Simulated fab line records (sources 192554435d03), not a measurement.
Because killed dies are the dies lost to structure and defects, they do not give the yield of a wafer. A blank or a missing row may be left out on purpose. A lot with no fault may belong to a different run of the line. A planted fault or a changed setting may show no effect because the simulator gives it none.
fab line records | flow n5-finfet | part 2 of 2: steps 21 to 27 of 27
[record] lots = 5 wafers = 15 last-day = 15
route steps=1938 shown BEOL_M3@960
lots untouched by any fault: they come from a run of this same line in which no faults occurred
start-h: start of the lot's first displayed wafer, in hours after the record's first day | wait-h: time in hours since the lot's previous step | " as in the row above | L1.1+2: several wafers, shown together as one row | - no value present, or no start provided | * or withheld: withheld | < > ~ a bound
route shown NAME@n: names a module that has steps shown in the file, with the first one's number in the route | usual: average and standard deviation across the fault-free wafers | same: alike in all rows | chamber/n: place in a boat | sites: readings site by site | _std_site: their standard deviation | _edge_site: outer sites' mean less inner sites' | radius-mm: how far each site lies from the wafer's centre | mask NAME#n: copy n | behind: tool/chamber where the wafer was last shaped | hold: why the lot went on hold/how many hours it stayed there/how the hold came to an end | device: the n, p or np transistor that did not switch | end of line: at the end of the route, the tests of the same wafers | where a step has no rows: the recipe by itself | killed: not the wafer's yield, but the dies lost to structure and defects at the first sort | map: the dies of a wafer, with x for killed, . for not killed, _ for no die there
set.NAME: the setting that was run; set.NAME@STEP: the one run at that earlier step | model.NAME: the simulator's own value behind a step, which no gauge read
lots at selected steps of the route; one table per step, one row per wafer
services: a tool's chamber out of use, with start hour (start-h, from the record's first day; less than 0 if before it), hours out, and reason
[[steps]]
[step N5_BEOL_M3_TRENCH_ETCH_37]
[recipe] chemistry = C4F6/O2 target-depth-a = 555.55 target = SiOC time-s = 29.2 ion-energy-ev = 250 pressure-mtorr = 30 source-w = 355 bias-w = 185 Ar_flow_sccm = 300 C4F6_flow_sccm = 10 O2_flow_sccm = 10
[usual] drypump-motor-current-A = 5.8/0.61 oes-product-au = 0.80/0.091 rf-vpp-V = 672/15 showerhead-plenum-p-Torr = 2.83/0.079 throttle-valve-pct = 20.90/0.29
// columns lot.wafer tool chamber start-h wait-h drypump-motor-current-A oes-product-au rf-hours-counter-h rf-vpp-V showerhead-plenum-p-Torr throttle-valve-pct
L075.1 rie-diel-04 0 - - 5.7 0.67 239 665 2.92 21.43
L075.2 " 3 " " 6.7 0.73 182 678 2.72 21.13
L075.3 " 2 " " 5.7 0.89 15 702 2.94 21.09
L079.2 rie-diel-03 1 - - 5.3 0.75 170 678 2.86 20.83
L079.4 " 3 " " 6.2 0.72 202 687 2.96 20.92
L079.5 " 3 " " 6.3 0.72 - 687 2.96 20.94
L084.1 rie-diel-03 3 - - 6.2 0.71 212 685 2.95 20.94
L084.4 " 1 " " 5.3 0.76 179 678 2.86 20.83
L084.5 " 2 " " 5.5 0.68 - 681 2.72 21.16
L085.1 rie-diel-01 2 - - 6.1 0.93 26 661 2.76 20.31
L085.3 " 3 " " 6.4 0.86 67 674 2.80 20.84
L085.4 " 1 " " 5.2 0.70 220 648 2.79 21.06
L086.2 rie-diel-01 0 - - 4.7 0.88 56 656 2.88 20.67
L086.4 " 1 " " 5.2 0.70 221 647 2.78 21.08
L086.6 " 1 " " 5.2 0.70 - 647 2.78 21.07
[step N5_BEOL_M3_ETCH_41]
[recipe] chemistry = CH3F/O2 target = SiCN target-depth-a = 299 taper-deg = 2 time-s = 52.5 ion-energy-ev = 120 mask-material = TiN pressure-mtorr = 30 source-w = 395 bias-w = 75 Ar_flow_sccm = 150 CH3F_flow_sccm = 30 O2_flow_sccm = 20
[usual] drypump-motor-current-A = 5.8/0.61 oes-product-au = 0.80/0.091 rf-vpp-V = 297.0/1.4 showerhead-plenum-p-Torr = 1.99/0.057 throttle-valve-pct = 16.35/0.29
// columns lot.wafer tool chamber start-h wait-h drypump-motor-current-A oes-product-au rf-hours-counter-h rf-vpp-V showerhead-plenum-p-Torr throttle-valve-pct
L075.1 rie-diel-04 0 - - 5.7 0.67 239 299.6 2.05 16.93
L075.2 " 3 " " 6.6 0.73 182 295.8 1.91 16.64
L075.3 " 2 " " 5.7 0.89 15 297.9 2.07 16.40
L079.2 rie-diel-03 1 - - 5.3 0.76 170 297.3 2.01 16.24
L079.4 " 3 " " 6.2 0.72 202 298.6 2.08 16.40
L079.5 " 3 " " 6.2 0.73 - 299.8 2.08 16.39
L084.1 rie-diel-03 3 - - 6.2 0.71 212 298.5 2.08 16.42
L084.4 " 1 " " 5.3 0.75 179 297.2 2.00 16.26
L084.5 " 2 " " 5.5 0.68 - 295.7 1.90 16.60
L085.1 rie-diel-01 2 - - 6.1 0.94 26 296.7 1.94 15.80
L085.3 " 3 " " 6.4 0.86 67 296.2 1.96 16.23
L085.4 " 1 " " 5.2 0.72 220 297.3 1.96 16.63
L086.2 rie-diel-01 0 - - 4.7 0.88 56 296.7 2.03 16.11
L086.4 " 1 " " 5.2 0.70 221 296.9 1.96 16.61
L086.6 " 1 " " 5.2 0.70 - 297.1 1.96 16.63
[step N5_BEOL_M3_STRIP_97]
[recipe] chemistry = N2/H2 time-s = 10 power-w = 450 temp-c = 40 pressure-mtorr = 20 rf-frequency-hz = 6e+07 bias-power-w = 7 n2-flow-sccm = 200 h2-flow-sccm = 200
[usual] bias-power-w = 7.003/0.02 drypump-motor-current-A = 5.8/0.61 oes-product-au = 0.80/0.092 rf-vpp-V = 59.1/0.83 showerhead-plenum-p-Torr = 2.52/0.068 temp-c = 40.00/0.12 throttle-valve-pct = 23.7/0.31
// columns lot.wafer tool chamber start-h wait-h bias-power-w drypump-motor-current-A oes-product-au rf-hours-counter-h rf-vpp-V showerhead-plenum-p-Torr temp-c throttle-valve-pct
L075.1 rie-diel-04 0 - - 7.012 5.7 0.67 239 60.3 2.62 40.16 24.2
L075.2 " 3 " " 6.977 6.6 0.72 182 58.4 2.43 40.01 23.9
L075.3 " 2 " " 6.985 5.7 0.90 15 59.0 2.61 39.79 24.1
L079.2 rie-diel-03 1 - - 7.010 5.3 0.75 170 58.8 2.53 39.80 23.5
L079.4 " 3 " " 7.007 6.3 0.72 202 58.9 2.62 40.02 23.3
L079.5 " 3 " " 7.018 6.3 0.72 - 58.9 2.62 39.88 23.3
L084.1 rie-diel-03 3 - - 7.002 6.3 0.71 212 59.6 2.61 40.02 23.3
L084.4 " 1 " " 7.013 5.3 0.75 179 59.0 2.53 40.41 23.5
L084.5 " 2 " " 7.005 5.5 0.67 - 60.1 2.39 39.99 23.8
L085.1 rie-diel-01 2 - - 6.965 6.1 0.93 26 60.5 2.50 39.96 23.3
L085.3 " 3 " " 6.987 6.4 0.87 67 58.6 2.47 39.92 23.5
L085.4 " 1 " " 6.994 5.2 0.71 220 58.3 2.51 39.91 24.0
L086.2 rie-diel-01 0 - - 7.002 4.7 0.88 56 59.9 2.57 40.05 23.4
L086.4 " 1 " " 7.003 5.2 0.70 221 58.6 2.51 40.20 24.0
L086.6 " 1 " " 6.991 5.2 0.70 - 58.5 2.51 40.19 23.9
[step N5_BEOL_M3_OCD_MEAS_38]
[usual] trench-depth-nm = 55.4/1.1
// columns lot.wafer tool chamber start-h wait-h trench-depth-nm
L075.1 ocd-01 - 162.24 - 54.6
L075.2 " - " " 54.5
L075.3 " - " " 55.6
L079.2 ocd-02 - 178.10 - 56.9
L079.4 " - " " 54.4
L079.5 " - " " 54.4
L084.1 ocd-01 - 211.66 - 53.8
L084.4 " - " " 55.7
L084.5 " - " " 53.6
L085.1 ocd-01 - 214.71 - 56.7
L085.3 " - " " 55.2
L085.4 " - " " 55.0
L086.2 ocd-01 - 218.52 - 55.5
L086.4 " - " " 54.5
L086.6 " - " " 54.8
[step N5_BEOL_M3_HM_STRIP_39]
[recipe] chemistry = peroxide-tin-strip material = TiN target-depth-a = 250 temp-c = 50 time-s = 158
[usual] temp-c = 49.99/0.12
// columns lot.wafer tool chamber start-h wait-h temp-c
L075.1 wet-bench-03 2 162.27 0.0 49.95
L075.2 " 6 " " 50.13
L075.3 " 3 " " 49.99
L079.2 wet-bench-06 6 178.13 0.0 49.96
L079.4 " 7 " " 50.11
L079.5 " 2 " " 49.96
L084.1 wet-bench-06 4 211.69 0.0 49.96
L084.4 " 2 " " 50.04
L084.5 " 3 " " 49.89
L085.1 wet-bench-03 1 214.75 0.0 49.78
L085.3 " 3 " " 50.15
L085.4 " 4 " " 49.99
L086.2 wet-bench-03 0 218.55 0.0 50.11
L086.4 " 7 " " 49.98
L086.6 " 2 " " 50.22
[step N5_BEOL_M3_SRD_40]
[recipe] time-s = 30 temp-c = 23 rinse-liquid = diw dry = ipa-marangoni
[usual] temp-c = 23.00/0.11
// columns lot.wafer tool chamber start-h wait-h temp-c
L075.1 wet-bench-03 2 162.32 0.0 22.93
L075.2 " 6 " " 23.05
L075.3 " 3 " " 23.18
L079.2 wet-bench-06 6 178.18 0.0 22.93
L079.4 " 7 " " 22.85
L079.5 " 2 " " 23.01
L084.1 wet-bench-06 4 211.74 0.0 23.03
L084.4 " 2 " " 22.83
L084.5 " 3 " " 22.91
L085.1 wet-bench-03 1 214.79 0.0 23.02
L085.3 " 3 " " 23.01
L085.4 " 4 " " 22.89
L086.2 wet-bench-03 0 218.60 0.0 23.07
L086.4 " 7 " " 23.04
L086.6 " 2 " " 23.00
[step N5_BEOL_M3_PRECLEAN_42]
[recipe] chemistry = residue-remover time-s = 60 temp-c = 40
[usual] temp-c = 39.99/0.11
// columns lot.wafer tool chamber start-h wait-h temp-c
L075.1 wet-bench-03 2 162.33 0.0 39.95
L075.2 " 6 " " 39.92
L075.3 " 3 " " 40.11
L079.2 wet-bench-06 6 178.19 0.0 40.14
L079.4 " 7 " " 39.80
L079.5 " 2 " " 40.04
L084.1 wet-bench-06 4 211.76 0.0 40.09
L084.4 " 2 " " 39.66
L084.5 " 3 " " 40.00
L085.1 wet-bench-03 1 214.81 0.0 40.04
L085.3 " 3 " " 40.10
L085.4 " 4 " " 39.87
L086.2 wet-bench-03 0 218.62 0.0 39.88
L086.4 " 7 " " 40.00
L086.6 " 2 " " 39.94
[[services]]
// columns tool chamber start-h hours kind
rie-diel-04 1 139.52 4.0 repair
euv-scanner-02 0 159.51 - calibration
euv-scanner-01 - 160.54 1.0 pm
euv-scanner-02 - 173.92 1.0 pm
euv-scanner-01 - 193.78 12.0 pm
rie-diel-04 0 197.34 - clean
rie-diel-04 0 197.34 - consumable-replace:focus-ring
rie-diel-04 0 197.34 18.8 scheduled-down
rie-diel-04 0 197.34 18.8 vent-cycle
euv-scanner-02 - 205.78 4.6 pm
ald-sin-01 3 214.81 5.2 repair
euv-scanner-01 - 216.69 1.0 pm
